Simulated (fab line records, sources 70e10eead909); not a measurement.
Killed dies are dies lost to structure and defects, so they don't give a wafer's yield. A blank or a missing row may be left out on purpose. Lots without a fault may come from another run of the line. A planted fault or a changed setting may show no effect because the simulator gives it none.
Which tool did it? | flow nand_harc | 11 lots, 33 wafers sampled, at 6 steps of a route of 1302

WHAT THE GAUGES READ, wafer by wafer
NHARC_THIN_TSV_INSPECT_40.
lot  | measured     | on                | raw_defect_count
L610 | day 24 22:52 | defect_inspect-02 | 611 656 596
L614 | day 25 04:46 | defect_inspect-02 | 535 476 475
L616 | day 25 21:29 | defect_inspect-01 | 509 477 629
L615 | day 26 00:39 | defect_inspect-02 | 560 590 592
L622 | day 28 21:47 | defect_inspect-01 | 498 543 425
L624 | day 29 17:40 | defect_inspect-02 | 499 432 491
L625 | day 30 01:27 | defect_inspect-02 | 743 677 547
L626 | day 31 05:19 | defect_inspect-02 | 750 682 558
L628 | day 31 05:19 | defect_inspect-01 | 1421 650 661
L629 | day 31 16:29 | defect_inspect-02 | 615 724 1612
L633 | day 33 21:16 | defect_inspect-01 | 478 750 520

NHARC_END_SORT_01.
lot  | measured     | on        | defect_limited_yield (%) | killed_at_array | killed_at_other | killed_at_periphery | killed_dies | killed_open | killed_short | sort_bin_2_pct (%) | sort_bin_3_pct (%) | sort_bin_4_pct (%) | sort_n_pass | sort_rim_yield_pct (%) | sort_yield_pct (%)
L628 | day 31 09:58 | prober-01 | 85.8 90.8 92.8           | 51 55 47        | 38 1 0          | 7 6 2               | 96 62 49    | 5 1 4       | 3 5 1        | 4.6 3.4 2.8        | 3.1 0.9 0.7        | 6.5 4.9 3.7        | 581 615 628 | 71 76 80               | 85.8 90.8 92.8
L629 | day 31 20:23 | prober-01 | 92.8 93.4 86.0           | 49 42 54        | 0 2 38          | 0 1 3               | 49 45 95    | 4 5 3       | 0 3 2        | 3.4 3.0 6.4        | 0.3 0.6 2.8        | 3.5 3.1 4.9        | 628 632 582 | 82 88 70               | 92.8 93.4 86.0

WHICH TOOL RAN EACH LOT (tool, then ch and the chambers of the sampled wafers, then the start)
lot  | NHARC_A_BONDPAD_DESCUM_11          | NHARC_A_BONDPAD_ETCH_24                       | NHARC_THIN_TSV_ETCH_36            | NHARC_THIN_TSV_STRIP_57
L610 | rie_diel-09 ch 0,1,3, day 23 21:18 | rie_diel-04 ch 1,3, day 24 19:21 or earlier   | rie_metal-03 ch 0,1, day 24 19:21 | wet_bench-08 ch 5,6,7, day 24 19:47
L614 | rie_diel-09 ch 0,1,3, day 24 01:39 | rie_diel-04 ch 0,2,3, day 24 23:16 or earlier | rie_metal-03 ch 0,1, day 24 23:16 | wet_bench-08 ch 4,6,7, day 24 23:43
L616 | rie_diel-01 ch 1,2,3, day 24 14:59 | rie_diel-04 ch 1,2,3, day 25 14:30 or earlier | rie_metal-03 ch 0,1, day 25 14:30 | wet_bench-08 ch 1,2,3, day 25 14:59
L615 | rie_diel-04 ch 1,3, day 24 21:54   | rie_diel-04 ch 1,3, day 24 22:30              | rie_metal-02 ch 0,1, day 25 19:05 | wet_bench-08 ch 0,6,7, day 25 19:34
L622 | rie_diel-09 ch 0,2,3, day 27 20:46 | rie_diel-04 ch 0,1,3, day 28 18:01 or earlier | rie_metal-02 ch 0,1, day 28 18:01 | wet_bench-08 ch 4,5,7, day 28 18:28
L624 | rie_diel-09 ch 0,1,3, day 28 13:39 | rie_diel-09 ch 0,1,3, day 29 12:09 or earlier | rie_metal-03 ch 0, day 29 12:09   | wet_bench-10 ch 0,1,5, day 29 12:35
L625 | rie_diel-09 ch 0,1,3, day 28 20:46 | rie_diel-09 ch 0,1,3, day 29 20:02 or earlier | rie_metal-01 ch 0,1, day 29 20:02 | wet_bench-08 ch 3,6,7, day 29 20:29
L626 | rie_diel-09 ch 1,3, day 29 23:40   | rie_diel-01 ch 0,1, day 30 00:15              | rie_metal-01 ch 0, day 30 23:54   | wet_bench-08 ch 0,5,7, day 31 00:22
L628 | rie_diel-04 ch 0,2, day 30 01:16   | rie_diel-09 ch 1,3, day 31 01:16 or earlier   | rie_metal-01 ch 0,1, day 31 01:16 | wet_bench-08 ch 0,4,5, day 31 01:42
L629 | rie_diel-09 ch 0,1, day 30 15:34   | rie_diel-09 ch 0,2, day 31 12:15 or earlier   | rie_metal-03 ch 1, day 31 12:15   | wet_bench-08 ch 3,4,5, day 31 12:43
L633 | rie_diel-09 ch 0,1, day 32 18:08   | rie_diel-09 ch 1,3, day 33 15:23 or earlier   | rie_metal-02 ch 0,1, day 33 15:23 | wet_bench-10 ch 5,6,7, day 33 15:51
- NHARC_A_BONDPAD_DESCUM_11: chemistry O2, time 3 s.
- NHARC_A_BONDPAD_ETCH_24: etches the open film in CF4/N2, target depth 30 nm, time 72.99 s.
- NHARC_THIN_TSV_ETCH_36: etches the open film in Cl2/BCl3, target depth 65 nm, time 18.571 s.
- NHARC_THIN_TSV_STRIP_57: strips in post etch residue remover, time 1200 s.

WHAT THE TOOLS THEMSELVES READ (means of the sampled wafers that have a number; where no wafer has one, the mark that the record gives instead)
NHARC_A_BONDPAD_DESCUM_11.
lot  | tool        | drypump_motor_current_A (A) | oes_product_au (a.u.) | rf_vpp_V (V) | showerhead_plenum_p_Torr (Torr) | throttle_valve_pct (%)
L610 | rie_diel-09 | 6.2                         | 0.992                 | 58.0         | 1.98                            | 11.306
L614 | rie_diel-09 | 6.1                         | 1.002                 | 58.1         | 1.98                            | 11.307
L616 | rie_diel-01 | 5.9                         | 1.000                 | 58.3         | 1.95                            | 11.313
L615 | rie_diel-04 | 6.1                         | 1.008                 | 58.9         | 1.96                            | 11.321
L622 | rie_diel-09 | 5.8                         | 0.998                 | 57.7         | 1.95                            | 11.318
L624 | rie_diel-09 | 6.2                         | 0.993                 | 58.1         | 1.98                            | 11.311
L625 | rie_diel-09 | 6.1                         | 0.995                 | 58.7         | 1.98                            | 11.316
L626 | rie_diel-09 | 6.2                         | 0.991                 | 58.7         | 1.95                            | 11.317
L628 | rie_diel-04 | 6.1                         | 0.993                 | 58.1         | 1.97                            | 11.317
L629 | rie_diel-09 | 6.2                         | 0.993                 | 58.5         | 2.01                            | 11.310
L633 | rie_diel-09 | 6.1                         | 1.002                 | 57.8         | 2.01                            | 11.312

NHARC_A_BONDPAD_ETCH_24.
lot  | tool        | drypump_motor_current_A (A) | oes_product_au (a.u.) | rf_vpp_V (V) | showerhead_plenum_p_Torr (Torr) | throttle_valve_pct (%)
L610 | rie_diel-04 | 6.0                         | 1.000                 | 315.8        | 2.71                            | 19.799
L614 | rie_diel-04 | 6.1                         | 0.993                 | 314.7        | 2.71                            | 19.793
L616 | rie_diel-04 | 6.0                         | 0.997                 | 316.1        | 2.72                            | 19.798
L615 | rie_diel-04 | 6.1                         | 0.998                 | 315.5        | 2.68                            | 19.787
L622 | rie_diel-04 | 6.2                         | 0.998                 | 314.8        | 2.67                            | 19.791
L624 | rie_diel-09 | 6.2                         | 0.993                 | 315.1        | 2.71                            | 19.799
L625 | rie_diel-09 | 6.2                         | 0.989                 | 315.9        | 2.71                            | 19.796
L626 | rie_diel-01 | 5.6                         | 0.996                 | 316.4        | 2.74                            | 19.792
L628 | rie_diel-09 | 6.2                         | 0.985                 | 315.0        | 2.65                            | 19.794
L629 | rie_diel-09 | 5.8                         | 0.994                 | 315.3        | 2.72                            | 19.795
L633 | rie_diel-09 | 6.2                         | 0.986                 | 314.5        | 2.65                            | 19.794

NHARC_THIN_TSV_ETCH_36.
lot  | tool         | drypump_motor_current_A (A) | oes_product_au (a.u.)
L610 | rie_metal-03 | 6.1                         | 0.998
L614 | rie_metal-03 | 5.7                         | 1.004
L616 | rie_metal-03 | 6.1                         | 0.997
L615 | rie_metal-02 | 6.0                         | 0.996
L622 | rie_metal-02 | 5.9                         | 0.998
L624 | rie_metal-03 | 5.4                         | 0.990
L625 | rie_metal-01 | 5.6                         | 0.987
L626 | rie_metal-01 | 5.5                         | 0.994
L628 | rie_metal-01 | 5.6                         | 0.991
L629 | rie_metal-03 | 6.4                         | 1.002
L633 | rie_metal-02 | 5.9                         | 0.991

NHARC_THIN_TSV_STRIP_57.
lot  | tool         | bath_heat_duty_pct (%)
L610 | wet_bench-08 | 14.0
L614 | wet_bench-08 | 13.3
L616 | wet_bench-08 | 15.0
L615 | wet_bench-08 | 12.5
L622 | wet_bench-08 | 15.3
L624 | wet_bench-10 | 14.3
L625 | wet_bench-08 | 14.6
L626 | wet_bench-08 | 13.3
L628 | wet_bench-08 | 13.7
L629 | wet_bench-08 | 15.5
L633 | wet_bench-10 | 14.6

THE ANSWER, worked out from the rows above alone
Rule: what is usual is taken from the lots themselves. Put in order of their means at a reading, lots are off if they are a third of the lots or fewer, leave a main group of 4 or more, and stand apart from it by a gap of 3 or more times the standard deviation of the main group's means; of several such gaps the widest counts. A main group whose means are all the same, to the digits that the tables above print for the reading, isn't used. A lot without any number at a reading at which 4 lots or more have one is off too. The other lots that the step has rows for count as sound. The gauges are gone through in route order, then the tools' own readings, and for those a lot's mean is taken as printed above. The first step at which some lot is off is used, and at that step the reading that is off furthest; a lot without a number counts as furthest.
Off: L628, L629, at NHARC_THIN_TSV_INSPECT_40 (raw_defect_count). The main group: mean 567, standard deviation 68.
A tool fits if, at a process step before that reading, it ran every lot that is off, and no sound lot after the first of them. The gauges at NHARC_THIN_TSV_INSPECT_40 are tried like those tools. NHARC_A_BONDPAD_ETCH_24 gives no start for some lots, so the hours and the order of its lots are those of NHARC_THIN_TSV_ETCH_36. One fits: wet_bench-08 at NHARC_THIN_TSV_STRIP_57. Its last sound lot is L626 (day 31 00:22), its first lot that is off L628 (day 31 01:42): a fault that began between those two fits.

WHAT THE SIMULATOR HAD PUT IN
Chamber particle source: wet_bench-08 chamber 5, from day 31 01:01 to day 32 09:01, at NHARC_THIN_TSV_STRIP_57. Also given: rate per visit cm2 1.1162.
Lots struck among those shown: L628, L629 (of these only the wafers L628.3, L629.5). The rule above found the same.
